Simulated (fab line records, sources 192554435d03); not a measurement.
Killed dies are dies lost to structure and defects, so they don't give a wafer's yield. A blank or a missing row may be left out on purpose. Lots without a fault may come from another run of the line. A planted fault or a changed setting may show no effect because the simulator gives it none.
Split-lot experiment | flow n5_finfet | 7 lots, 39 wafers read, on a route of 1938 steps

THE SPLIT
At N5_HKMG_FIN_HK_ALD_01 (deposits HfO2, target thk 1.6 nm, pulse time 3 s, purge time 3 s), the setting ald_cycles was moved away from the recipe's 30 on 12 of the 39 wafers read, by -13.3% to +13.3%. The other wafers ran this setting at the recipe's value.

FROM THE SPLIT TO THE READING: what the file shows between them, 4 steps
- N5_HKMG_FIN_HK_ANNEAL_02: time 30 s
- N5_HKMG_FIN_ALD_74: deposits La2O3, target thk 0.5 nm, pulse time 6 s, co reactant pulse time 1 s
- N5_HKMG_FIN_WET_ETCH_82: etches La2O3 in dHCl, stops on HfO2, target depth 2 nm, rinse time 30 s
- N5_HKMG_FIN_ALD_36: deposits TiN, target thk 1 nm, pulse time 1 s, purge time 3 s

THE READING
HK_THK, in nm, at N5_HKMG_FIN_THK_MEAS_70 (measures by xrf). Fault-free wafers of this fab line usually give 1.594 nm, standard deviation 0.021 nm.

wafer  | tool, chamber at the split | ald_cycles as run | against the recipe | HK_THK, nm | against lot-mates on the recipe
L076.1 | ald_hk-01, 3,0,2           | 30                | recipe             | 1.606      | -
L076.2 | ald_hk-01, 3,0,2           | 30                | recipe             | 1.615      | -
L076.6 | ald_hk-01, 3,0,2           | 30                | recipe             | 1.643      | -
L080.1 | ald_hk-03, 3,2,0           | 26                | -13.3%             | 1.360      | -0.209
L080.2 | ald_hk-03, 3,2,0           | 26                | -13.3%             | 1.386      | -0.183
L080.3 | ald_hk-03, 1,0,3           | 30                | recipe             | 1.562      | -
L080.4 | ald_hk-03, 1,0,3           | 30                | recipe             | 1.576      | -
L080.5 | ald_hk-03, 1,0,3           | 30                | recipe             | 1.570      | -
L080.6 | ald_hk-03, 3,2,0           | 26                | -13.3%             | 1.388      | -0.181
L082.1 | ald_hk-03, 0,2,3           | 27                | -10.0%             | 1.443      | -0.148
L082.2 | ald_hk-03, 0,2,3           | 27                | -10.0%             | 1.435      | -0.156
L082.3 | ald_hk-03, 3,1,0           | 30                | recipe             | 1.589      | -
L082.4 | ald_hk-03, 3,1,0           | 30                | recipe             | 1.591      | -
L082.5 | ald_hk-03, 3,1,0           | 30                | recipe             | 1.593      | -
L082.6 | ald_hk-03, 0,2,3           | 27                | -10.0%             | 1.429      | -0.162
L085.1 | ald_hk-03, 2,1,3,0,1,0     | 30                | recipe             | 1.629      | -
L085.2 | ald_hk-03, 2,1,3,0,1,0     | 30                | recipe             | 1.580      | -
L085.3 | ald_hk-03, 2,1,3,0,1,0     | 30                | recipe             | 1.606      | -
L085.4 | ald_hk-03, 2,1,3,0,1,0     | 30                | recipe             | 1.638      | -
L085.5 | ald_hk-03, 2,1,3,0,1,0     | 30                | recipe             | 1.573      | -
L085.6 | ald_hk-03, 2,1,3,0,1,0     | 30                | recipe             | 1.615      | -
L088.1 | ald_hk-03, 0,2,0           | 30                | recipe             | 1.580      | -
L088.2 | ald_hk-03, 0,2,0           | 30                | recipe             | 1.592      | -
L088.3 | ald_hk-03, 1,3,1           | 28                | -6.7%              | 1.469      | -0.124
L088.4 | ald_hk-03, 1,3,1           | 28                | -6.7%              | 1.496      | -0.097
L088.5 | ald_hk-03, 1,3,1           | 28                | -6.7%              | 1.462      | -0.131
L088.6 | ald_hk-03, 0,2,0           | 30                | recipe             | 1.607      | -
L089.1 | ald_hk-03, 0,2,3           | 34                | +13.3%             | 1.813      | +0.204
L089.2 | ald_hk-03, 1,1,0           | 30                | recipe             | 1.615      | -
L089.3 | ald_hk-03, 0,2,3           | 34                | +13.3%             | 1.833      | +0.224
L089.4 | ald_hk-03, 0,2,3           | 34                | +13.3%             | 1.788      | +0.179
L089.5 | ald_hk-03, 1,1,0           | 30                | recipe             | 1.598      | -
L089.6 | ald_hk-03, 1,1,0           | 30                | recipe             | 1.613      | -
L093.1 | ald_hk-01, 3,2,1,0,1,0     | 30                | recipe             | 1.631      | -
L093.2 | ald_hk-01, 3,2,1,0,1,0     | 30                | recipe             | 1.622      | -
L093.3 | ald_hk-01, 3,2,1,0,1,0     | 30                | recipe             | 1.627      | -
L093.4 | ald_hk-01, 3,2,1,0,1,0     | 30                | recipe             | 1.635      | -
L093.5 | ald_hk-01, 3,2,1,0,1,0     | 30                | recipe             | 1.628      | -
L093.6 | ald_hk-01, 3,2,1,0,1,0     | 30                | recipe             | 1.588      | -
Where a row lists several chambers, the file gives one row for several wafers and doesn't say which wafer went through which chamber.

THE FIT
A straight line over all 39 wafers: HK_THK changes by +0.0165 nm for each +1% of ald_cycles; r = +0.98; the points scatter about the line by 0.022 nm.
The same after taking each lot's own level away (the mean of its wafers on the recipe; 39 wafers): +0.0152 nm for each +1%; r = +0.99; scatter 0.016 nm.
On that fit, the largest move of ald_cycles shifts the reading by 0.2 nm.
The lots' own levels span 1.5693 to 1.6218 nm, that is 2.5 times the standard deviation above.
So the lot-to-lot level changes the slope little: the two slopes agree.
Check: with one of the wafers moved furthest among these (-13.3%) left out of the fit, the line predicts -0.202 nm for it against its lot-mates. It came out at -0.209 nm against them.

THE FILE'S OWN FIT
HK_THK changes by +0.0152 nm for each +1% of ald_cycles, r = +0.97.
